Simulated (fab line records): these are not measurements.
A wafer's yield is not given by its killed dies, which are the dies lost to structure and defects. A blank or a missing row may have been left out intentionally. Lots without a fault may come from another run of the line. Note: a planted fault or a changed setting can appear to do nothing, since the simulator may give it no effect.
Chamber matching ; flow nandHarc ; NHARC_A_STAIRCASE_ALD_415 on aldHk-04: 4 sister chambers
The step deposits SiO2, target thk 30 nm, pulse time 6 s, ald cycles 300. 7 wafers are shown with their chamber, then 7 later ones without.

WAFERS WITH THEIR CHAMBER
wafer;chamber;heaterPowerW (W);precursorPulseHeightRel
L942.2;1;422;0.995
L951.6;2;450;1.015
L952.1;2;447;0.999
L952.3;0;409;0.983
L952.6;3;524;0.969
L954.4;3;533;1.038
L954.5;0;397;1.015

WAFERS WHOSE CHAMBER IS MISSING
wafer;heaterPowerW (W);precursorPulseHeightRel
L954.6;415;1.008
L960.1;450;1.003
L960.2;421;1.035
L960.4;417;1.000
L961.1;409;0.981
L961.3;391;1.009
L961.5;409;0.984

EACH ONE'S CHAMBER
wafer;from the rows above;in truth
L954.6;can't be placed: 1 or 0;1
L960.1;2;2
L960.2;can't be placed: 1 or 0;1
L960.4;can't be placed: 1 or 0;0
L961.1;can't be placed: 0 or 1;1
L961.3;0;0
L961.5;can't be placed: 0 or 1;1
Correct placement for 2 of the 7. These rows do not allow placing 5 (true chamber among the candidates in 5). Number placed wrongly: 0.
How it was worked out, from the rows above alone: a wafer's distance from a chamber is the root of the sum, over the readings, of the square of ((its reading less the chamber's mean) divided by the reading's scatter). If the next closest chamber is less than 2 further off than the closest, the wafer can't be placed; otherwise it belongs to the closest. Each chamber's mean is taken over the wafers shown for it. The scatter: the root of (the sum of the squares of (reading less its chamber's mean) over the shown wafers, divided by (wafers less chambers)).
